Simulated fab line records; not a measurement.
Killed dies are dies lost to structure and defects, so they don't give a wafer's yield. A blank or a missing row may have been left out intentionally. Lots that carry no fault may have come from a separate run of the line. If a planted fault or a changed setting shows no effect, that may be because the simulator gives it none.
What tool caused it? + flow n5-finfet + 11 lots, 33 wafers sampled, at 4 steps of a route of 1938

WHAT THE GAUGES READ, wafer by wafer
N5_DUMMY_GATE_CD_MEAS_24: target cd 15 nm.
| lot  | measured    | on        | cd-nm (nm)     |
|------|-------------|-----------|----------------|
| L075 | day 3 07:47 | cd-sem-02 | 14.6 14.8 14.8 |
| L077 | day 3 18:01 | cd-sem-01 | 15.1 15.0 14.9 |
| L079 | day 4 08:28 | cd-sem-01 | 15.2 15.0 14.7 |
| L081 | day 4 17:05 | cd-sem-01 | 15.0 15.2 14.7 |
| L084 | day 5 10:43 | cd-sem-01 | 15.1 15.2 15.2 |
| L086 | day 5 23:29 | cd-sem-02 | 15.4 15.2 14.8 |
| L088 | day 6 10:40 | cd-sem-01 | 15.2 14.7 14.6 |
| L090 | day 6 23:44 | cd-sem-01 | 15.3 15.1 15.3 |
| L092 | day 7 10:46 | cd-sem-03 | 15.1 14.9 14.9 |
| L094 | day 8 04:33 | cd-sem-01 | 14.5 14.7 15.4 |
| L096 | day 8 15:02 | cd-sem-02 | 14.4 14.9 15.1 |

EACH LOT AND THE TOOL THAT RAN IT (in order: tool; ch and the chambers of the sampled wafers; start)
| lot  | N5_FIN_CUT_CUT_ETCH_27            | N5_DUMMY_GATE_DESCUM_20           | N5_DUMMY_GATE_ETCH_29             |
|------|-----------------------------------|-----------------------------------|-----------------------------------|
| L075 | rie-diel-06 ch 1,3, day 2 10:37   | rie-diel-06 ch 0,1, day 3 06:55   | rie-diel-06 ch 0,1, day 3 06:59   |
| L077 | rie-diel-06 ch 2,3, day 2 21:43   | rie-diel-06 ch 0,1,3, day 3 16:59 | rie-diel-06 ch 0,1,3, day 3 17:03 |
| L079 | rie-diel-06 ch 0,2, day 3 11:39   | rie-diel-02 ch 0,1,2, day 4 07:30 | rie-diel-02 ch 0,1,2, day 4 07:34 |
| L081 | rie-diel-02 ch 1,2, day 3 22:02   | rie-diel-02 ch 0,2, day 4 16:05   | rie-diel-02 ch 0,2, day 4 16:08   |
| L084 | rie-diel-03 ch 0,2,3, day 4 15:24 | rie-diel-02 ch 1,3, day 5 09:51   | rie-diel-02 ch 1,3, day 5 09:55   |
| L086 | rie-diel-06 ch 0,1,3, day 5 03:42 | rie-diel-02 ch 1,2,3, day 5 22:30 | rie-diel-02 ch 1,2,3, day 5 22:34 |
| L088 | rie-diel-06 ch 0,1,2, day 5 15:12 | rie-diel-02 ch 1,2,3, day 6 09:47 | rie-diel-02 ch 1,2,3, day 6 09:51 |
| L090 | rie-diel-06 ch 1,2, day 6 04:50   | rie-diel-02 ch 1,2,3, day 6 22:52 | rie-diel-02 ch 1,2,3, day 6 22:55 |
| L092 | rie-diel-02 ch 0,3, day 6 15:25   | rie-diel-03 ch 0,3, day 7 09:47   | rie-diel-03 ch 0,3, day 7 09:50   |
| L094 | rie-diel-02 ch 0,2,3, day 7 04:46 | rie-diel-06 ch 0,1,3, day 8 03:41 | rie-diel-06 ch 0,1,3, day 8 03:45 |
| L096 | rie-diel-03 ch 0,2,3, day 7 17:33 | rie-diel-02 ch 0,1, day 8 14:10   | rie-diel-02 ch 0,1, day 8 14:13   |
- N5_FIN_CUT_CUT_ETCH_27: etches SiO2 in CHF3/O2, target depth 4 nm, overetch 2 nm, time 4.9 s.
- N5_DUMMY_GATE_DESCUM_20: chemistry O2, time 6.2 s.
- N5_DUMMY_GATE_ETCH_29: etches underlayer in N2/H2, target depth 13 nm.

THE ANSWER, worked out from the rows above alone
Rule: what is usual is taken from the lots themselves. Put in order of their means at a reading, lots are off if they are a third of the lots or fewer, leave a main group of 4 or more, and stand apart from it by a gap of 3 or more times the standard deviation of the main group's means; of several such gaps the widest counts. A main group whose means are all the same, to the digits that the tables above print for the reading, isn't used. A lot without any number at a reading at which 4 lots or more have one is off too. Where the step has rows for the other lots, those lots are counted as sound.
None of the lots is off at any reading shown; this tells nothing.

WHAT THE SIMULATOR HAD PUT IN
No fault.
